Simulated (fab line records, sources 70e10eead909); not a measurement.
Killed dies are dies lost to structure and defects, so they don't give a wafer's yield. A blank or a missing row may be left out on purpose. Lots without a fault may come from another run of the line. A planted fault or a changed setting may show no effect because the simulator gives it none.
fab line records | flow nand_harc
record lots=12 wafers=36 last_day=24
route steps=1159 shown P_ZERO_WELL@31 P_STI@85 END@1159
lots that met no fault: from a run of the same line without faults
start_h: hours from the record's first day to the start of the lot's first wafer shown | wait_h: hours since the lot's step before | " the same as in the row above | L1.1+2: a row that stands for several wafers | - no value, or no start given | * or withheld: withheld | < > ~ a bound
route shown NAME@n: a module of which the file shows steps, and the number in the route of the first | usual: mean/standard deviation of fault-free wafers | same: alike in all rows | chamber/n: place in a boat | sites: the reading at each site | _std_site: their standard deviation | _edge_site: outer sites' mean less inner sites' | radius_mm: how far each site lies from the wafer's centre | mask NAME#n: copy n | behind: the tool/chamber that last shaped the wafer | hold: why the lot was held/for how many hours/how that ended | device: the transistor (n, p or np) that didn't switch | end of line: the same wafers' tests at the end of the route | a step without rows: its recipe alone | killed: dies lost to structure and defects at the first sort, not the wafer's yield | map: a wafer's dies, x killed, . not, _ none there
set.NAME: the setting as run; set.NAME@STEP: as run at that earlier step | model.NAME: the simulator's own value behind a step, which no gauge read
steps of the route over a sample of lots; a table a step, a row a wafer
services: from which hour (start_h, from the record's first day; less than 0 if before it) a tool's chamber was out of use, for how many hours, and why
## steps
# step NHARC_P_ZERO_WELL_DESCUM_26
# recipe time_s=3 o2_flow_sccm=200 ar_flow_sccm=0 bias_power_w=0 chemistry=O2
# usual drypump_motor_current_A=5.5/0.37 o2_flow_sccm=200.0/0.63 oes_product_au=0.995/0.0099 rf_vpp_V=57.8/0.89 showerhead_plenum_p_Torr=1.92/0.067 throttle_valve_pct=11.312/0.0093
# same time_s=3
# columns lot.wafer tool chamber start_h wait_h drypump_motor_current_A o2_flow_sccm oes_product_au rf_hours_counter_h rf_vpp_V showerhead_plenum_p_Torr throttle_valve_pct
L704.3 rie_diel-03 1 14.65 - 5.8 200.7 0.995 12 59.8 2.02 11.302
L704.5 " 1 " " 5.8 200.2 0.997 - 58.2 2.02 11.317
L704.4 " 0 " " 5.2 200.7 0.993 - 57.5 1.92 11.310
L705.4 rie_diel-13 2 20.78 - 4.9 198.7 0.985 7 57.1 1.85 11.321
L705.1 " 3 " " 5.8 199.8 0.994 7 59.0 1.96 11.296
L705.5 " 0 " " 5.7 200.0 1.011 - 58.3 1.99 11.319
L706.2 rie_diel-13 0 26.67 - 5.7 199.6 0.997 6 58.7 1.99 11.303
L706.4 " 2 " " 4.9 200.2 0.990 8 57.5 1.85 11.309
L706.6 " 0 " " 5.7 199.6 1.002 - 57.3 1.99 11.325
L707.1 rie_diel-03 3 32.74 - 4.8 200.3 0.984 13 57.8 1.86 11.316
L707.2 " 1 " " 5.8 200.0 1.000 14 58.0 2.02 11.311
L707.6 " 0 " " 5.2 200.1 0.990 - 58.0 1.92 11.296
L708.3 rie_diel-05 1 38.68 - 5.1 200.5 0.991 4 57.5 1.97 11.318
L708.4 " 2 " " 5.4 199.7 0.992 - 57.3 1.95 11.313
L708.6 " 3 " " 5.8 200.8 1.004 - 59.1 1.92 11.306
L709.1 rie_diel-13 3 44.67 - 5.8 200.5 1.009 9 58.9 1.96 11.338
L709.2 " 0 " " 5.7 200.3 0.997 7 56.6 1.99 11.298
L709.5 " 1 " " 5.9 198.8 0.998 - 58.5 1.92 11.287
L710.3 rie_diel-13 1 50.66 - 5.9 199.9 0.992 8 58.1 1.92 11.307
L710.4 " 2 " " 4.9 200.1 0.989 9 57.7 1.84 11.315
L710.5 " 0 " " 5.7 200.4 0.998 - 58.9 1.99 11.303
L712.2 rie_diel-03 2 62.81 - 5.4 199.8 0.992 0 57.7 1.78 11.331
L712.4 " 3 " " 4.8 199.0 0.987 0 57.4 1.86 11.320
L712.1 " 0 " " 5.2 200.4 0.985 1 58.8 1.92 11.313
L713.2 rie_diel-03 1 68.61 - 5.9 200.5 1.009 1 56.6 2.02 11.305
L713.3 " 0 " " 5.2 200.0 1.003 1 56.9 1.92 11.316
L713.5 " 1 " " 5.9 199.9 1.005 - 58.5 2.02 11.304
L714.4 rie_diel-13 1 74.75 - 5.9 200.4 0.998 9 58.5 1.92 11.307
L714.1 " 3 " " 5.8 200.0 1.009 11 58.4 1.96 11.314
L714.5 " 2 " " 4.9 199.5 0.999 - 56.9 1.84 11.310
L718.4 rie_diel-05 0 98.77 - 5.8 200.6 1.011 1 57.5 1.93 11.331
L718.2 " 1 " " 5.1 199.5 0.998 9 57.5 1.97 11.323
L718.5 " 2 " " 5.5 200.1 1.000 - 58.7 1.95 11.317
L727.1 rie_diel-13 0 152.73 - 5.7 199.6 1.010 3 58.6 1.99 11.308
L727.4 " 0 " " 5.7 199.3 1.003 - 57.4 1.99 11.306
L727.6 " 2 " " 4.8 199.8 0.984 - 57.4 1.84 11.331
# step NHARC_P_ZERO_WELL_EXPOSE_49
# recipe na=0.6 target_cd_nm=2000 dose_mj=22.64 mask_id=P_HVPW
# columns lot.wafer tool chamber start_h wait_h mask
L704.3+4+5 krf_scanner-02 0 17.65 - P_HVPW#0
L705.1+4+5 krf_scanner-03 0 23.74 - P_HVPW#0
L706.2+4+6 krf_scanner-01 0 29.65 - P_HVPW#0
L707.1+2+6 krf_scanner-03 0 35.70 - P_HVPW#0
L708.3+4+6 krf_scanner-03 0 41.54 - P_HVPW#0
L709.1+2+5 krf_scanner-01 0 47.50 - P_HVPW#0
L710.3+4+5 krf_scanner-02 0 53.61 - P_HVPW#0
L712.1+2+4 krf_scanner-03 0 65.55 - P_HVPW#0
L713.2+3+5 krf_scanner-01 0 71.61 - P_HVPW#0
L714.1+4+5 krf_scanner-02 0 77.77 - P_HVPW#0
L718.2+4+5 krf_scanner-01 0 101.59 - P_HVPW_R1#0
L727.1+4+6 krf_scanner-01 0 155.48 - P_HVPW#0
# step NHARC_P_ZERO_WELL_CD_MEAS_52
# recipe target_cd_nm=2000 landing_energy_ev=500
# usual cd_nm=2000.6/1.8
# columns lot.wafer tool chamber start_h wait_h cd_nm
L704.3 cd_sem-01 0 17.81 - 1999.2
L704.4 " 0 " " 1998.8
L704.5 " 0 " " 1999.8
L705.1 cd_sem-01 0 23.89 - 2002.2
L705.4 " 0 " " 2000.6
L705.5 " 0 " " 2000.6
L706.2 cd_sem-02 0 29.80 - 2004.1
L706.4 " 0 " " 2001.5
L706.6 " 0 " " 1998.6
L707.1 cd_sem-03 0 35.87 - 1999.9
L707.2 " 0 " " 2000.9
L707.6 " 0 " " 1999.9
L708.3 cd_sem-02 0 41.69 - 2000.5
L708.4 " 0 " " 2001.2
L708.6 " 0 " " 2000.2
L709.1 cd_sem-02 0 47.66 - 1999.6
L709.2 " 0 " " 2002.7
L709.5 " 0 " " 2004.1
L710.3 cd_sem-01 0 53.76 - 2000.1
L710.4 " 0 " " 1998.9
L710.5 " 0 " " 1999.9
L712.1 cd_sem-01 0 65.71 - 2003.0
L712.2 " 0 " " 1999.1
L712.4 " 0 " " 2001.5
L713.2 cd_sem-01 0 71.76 - 2001.1
L713.3 " 0 " " 2003.0
L713.5 " 0 " " 2002.7
L714.1 cd_sem-02 0 77.93 - 2000.8
L714.4 " 0 " " 2000.9
L714.5 " 0 " " 2002.8
L718.2 cd_sem-03 0 101.74 - 1740.6
L718.4 " 0 " " 1739.7
L718.5 " 0 " " 1739.9
L727.1 cd_sem-03 0 155.64 - 2002.6
L727.4 " 0 " " 2000.2
L727.6 " 0 " " 2000.4
# step NHARC_P_ZERO_WELL_DESCUM_54
# recipe time_s=3 o2_flow_sccm=200 ar_flow_sccm=0 bias_power_w=0 chemistry=O2
# usual drypump_motor_current_A=5.4/0.38 o2_flow_sccm=200.1/0.62 oes_product_au=0.995/0.0091 rf_vpp_V=57.8/0.82 showerhead_plenum_p_Torr=1.92/0.07 throttle_valve_pct=11.311/0.0091
# same time_s=3
# columns lot.wafer tool chamber start_h wait_h drypump_motor_current_A o2_flow_sccm oes_product_au rf_hours_counter_h rf_vpp_V showerhead_plenum_p_Torr throttle_valve_pct
L704.4 rie_diel-13 2 17.97 - 4.9 199.7 0.990 7 57.7 1.85 11.309
L704.3 " 3 " " 5.8 200.3 0.991 7 57.9 1.96 11.308
L704.5 " 2 " " 4.9 200.4 1.003 - 58.5 1.85 11.321
L705.1 rie_diel-03 3 24.08 - 4.8 200.2 0.993 12 56.7 1.86 11.311
L705.4 " 0 " " 5.2 200.4 1.002 12 57.8 1.92 11.317
L705.5 " 1 " " 5.9 201.0 0.989 - 58.7 2.02 11.298
L706.4 rie_diel-03 0 29.96 - 5.2 200.3 1.001 12 58.8 1.92 11.328
L706.2 " 2 " " 5.4 200.3 1.009 14 56.9 1.78 11.325
L706.6 " 0 " " 5.2 199.8 0.991 - 59.0 1.92 11.329
L707.2 rie_diel-03 2 36.03 - 5.3 200.4 0.998 14 56.6 1.78 11.300
L707.1 " 0 " " 5.2 201.6 1.003 13 58.5 1.92 11.300
L707.6 " 3 " " 4.8 199.7 0.996 - 58.7 1.86 11.310
L708.3 rie_diel-13 0 41.84 - 5.7 200.5 1.006 7 57.5 1.99 11.294
L708.4 " 2 " " 4.9 200.4 0.990 9 57.6 1.85 11.296
L708.6 " 1 " " 5.9 201.2 0.999 - 57.7 1.92 11.314
L709.2 rie_diel-03 1 47.82 - 5.9 199.9 1.009 0 59.0 2.02 11.307
L709.1 " 0 " " 5.2 200.0 1.004 0 56.6 1.92 11.311
L709.5 " 2 " " 5.4 200.0 0.999 - 57.9 1.78 11.317
L710.4 rie_diel-13 3 53.92 - 5.8 199.3 1.000 9 57.5 1.96 11.309
L710.3 " 0 " " 5.7 199.9 1.001 7 57.9 1.99 11.321
L710.5 " 3 " " 5.8 199.5 0.994 - 57.7 1.96 11.312
L712.2 rie_diel-05 1 65.87 - 5.1 199.5 0.993 7 59.0 1.97 11.303
L712.1 " 3 " " 5.8 199.1 1.001 7 58.0 1.92 11.312
L712.4 " 1 " " 5.1 199.7 0.975 - 58.0 1.97 11.313
L713.3 rie_diel-13 1 71.92 - 5.9 200.0 1.000 9 57.7 1.92 11.318
L713.2 " 2 " " 4.9 200.2 0.985 11 58.1 1.84 11.311
L713.5 " 1 " " 5.9 199.2 0.991 - 56.6 1.92 11.327
L714.4 rie_diel-13 0 78.12 - 5.7 200.3 1.016 10 59.1 1.99 11.320
L714.1 " 1 " " 5.9 200.3 0.997 10 59.1 1.92 11.308
L714.5 " 3 " " 5.8 200.1 1.007 - 58.8 1.96 11.314
L718.2 rie_diel-05 0 101.91 - 5.8 201.2 0.989 1 57.8 1.93 11.291
L718.4 " 1 " " 5.1 199.7 0.982 9 58.4 1.97 11.320
L718.5 " 3 " " 5.8 199.4 0.996 - 57.2 1.92 11.309
L727.4 rie_diel-03 0 155.80 - 5.2 200.1 0.988 8 58.1 1.91 11.320
L727.1 " 3 " " 4.8 201.0 0.983 9 57.2 1.85 11.296
L727.6 " 1 " " 5.9 199.5 1.005 - 57.2 2.02 11.311
# step NHARC_P_STI_INSPECT_11
# usual raw_defect_count=6.0/2.9
# columns lot.wafer tool chamber start_h wait_h raw_defect_count
L704.3 defect_inspect-01 - 35.71 0.0 2
L704.4 " - " " 4
L704.5 " - " " 3
L705.1 defect_inspect-02 - 41.88 0.0 5
L705.4 " - " " 4
L705.5 " - " " 4
L707.1 defect_inspect-02 - 52.23 0.0 4
L707.2 " - " " 3
L707.6 " - " " 4
L706.2 defect_inspect-02 - 52.39 0.0 8
L706.4 " - " " 6
L706.6 " - " " 6
L708.3 defect_inspect-02 - 62.10 0.0 6
L708.4 " - " " 9
L708.6 " - " " 9
L709.1 defect_inspect-01 - 62.27 0.1 4
L709.2 " - " " 5
L709.5 " - " " 6
L710.3 defect_inspect-01 - 72.97 0.0 10
L710.4 " - " " 9
L710.5 " - " " 2
L712.1 defect_inspect-02 - 85.48 0.0 10
L712.2 " - " " 4
L712.4 " - " " 5
L713.2 defect_inspect-02 - 88.94 0.0 1
L713.3 " - " " 6
L713.5 " - " " 4
L714.1 defect_inspect-01 - 96.83 0.0 4
L714.4 " - " " 5
L714.5 " - " " 6
L718.2 defect_inspect-01 - 119.05 0.0 5
L718.4 " - " " 4
L718.5 " - " " 11
L727.1 defect_inspect-02 - 174.26 0.0 7
L727.4 " - " " 5
L727.6 " - " " 7
# step NHARC_END_SORT_01
# recipe temp_c=25
# usual killed_at_array=27/11 killed_at_other=0.7/1.1 killed_at_periphery=3.4/2.1 killed_dies=31/12 killed_open=3.6/2 killed_short=2.0/1.3
# same gross_dies=677
# columns lot.wafer tool chamber start_h wait_h killed_at_array killed_at_other killed_at_periphery killed_dies killed_open killed_short
L718.2 prober-02 0 506.88 2.8 12 3 55 70 2 3
L718.4 prober-02 0 508.44 3.3 34 0 52 86 5 1
L718.5 prober-02 0 509.23 3.6 25 2 49 76 3 1
# killed by level:class
L718.2 P_ZERO_WELL:area_expose=52 A_SLIT:chamber_film_flake=3 A_CONTACT:chamber_film_flake=3 THIN_TSV:chamber_film_flake=3 A_CHANNEL_HOLE_D1:chamber_film_flake=2 A_STAIRCASE:chamber_film_flake=2 P_STI:geometric_particle:open=1 P_GATE:geometric_particle:open=1
L718.4 P_ZERO_WELL:area_expose=51 A_SLIT:chamber_film_flake=16 A_CHANNEL_HOLE_D1:chamber_film_flake=3 A_WL_FILL:chamber_film_flake=3 A_CONTACT:chamber_film_flake=3 A_CONTACT:geometric_particle:open=2 A_M0:chamber_film_flake=2 P_CONTACT:geometric_particle:open=1
L718.5 P_ZERO_WELL:area_expose=48 A_SLIT:chamber_film_flake=11 A_CHANNEL_HOLE_D1:chamber_film_flake=4 A_CONTACT:geometric_particle:open=2 THIN_TSV:chamber_film_flake=2 A_WL_FILL:chamber_film_flake=2 A_WL_FILL:geometric_particle:open=1 A_CONTACT:geometric_particle:short=1
## services
# columns tool chamber start_h hours kind
krf_scanner-03 - -4.00 4.0 pm
krf_scanner-02 - 5.42 0.3 repair
rie_diel-03 3 8.73 7.0 repair
krf_scanner-03 - 10.59 0.2 repair
rie_diel-13 2 14.56 1.2 repair
krf_scanner-02 - 38.29 4.0 pm
rie_diel-03 - 38.30 9.0 pm
rie_diel-13 - 56.16 0.4 repair
krf_scanner-02 - 68.71 1.9 repair
krf_scanner-01 - 84.00 4.0 pm
rie_diel-13 2 86.71 7.6 repair
rie_diel-05 - 87.75 0.1 repair
krf_scanner-02 - 91.53 2.4 repair
krf_scanner-01 - 97.70 1.1 repair
rie_diel-13 - 99.00 9.0 pm
krf_scanner-02 - 103.60 0.6 repair
rie_diel-03 0 106.68 6.1 repair
rie_diel-03 0 122.87 18.3 repair
krf_scanner-03 - 124.15 0.4 repair
rie_diel-13 0 125.01 3.0 repair
rie_diel-13 3 133.70 11.5 repair
krf_scanner-01 - 146.62 0.2 repair
rie_diel-13 1 148.44 9.1 repair
rie_diel-03 1 150.07 4.3 repair
## key
first_sign step=NHARC_P_ZERO_WELL_EXPOSE_49 reading=mask direction=changed
effect step=NHARC_P_ZERO_WELL_CD_MEAS_52 reading=cd_nm direction=down sigmas=99+ usual=2000.6 struck=1740.1
effect step=NHARC_END_SORT_01 reading=killed_at_periphery direction=up sigmas=23 usual=3.4 struck=52
more_kills_born_at NHARC_P_ZERO_WELL_EXPOSE_49@krf_scanner-01=151
met_at NHARC_P_ZERO_WELL_EXPOSE_49
struck_lots L718
tester_left_out L718
not_acting_at NHARC_P_ZERO_WELL_DESCUM_26,NHARC_P_ZERO_WELL_DESCUM_54,NHARC_P_STI_INSPECT_11
onset_between 71.61 101.59
fault kind=wrong_mask tool=any chamber=- onset_h=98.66 steps=NHARC_P_ZERO_WELL_EXPOSE_49 aux_copy=P_HVPW_R1#0 cd_offset_nm=-260.87 scope=struck_lots_only
# tester_left_out: of these lots the tester's yield and bins aren't shown, on N5 and GAA mostly nor the transistor test; their killed dies are dies lost to structure and defects alone, not to doping, threshold or leakage, so they don't give the yield
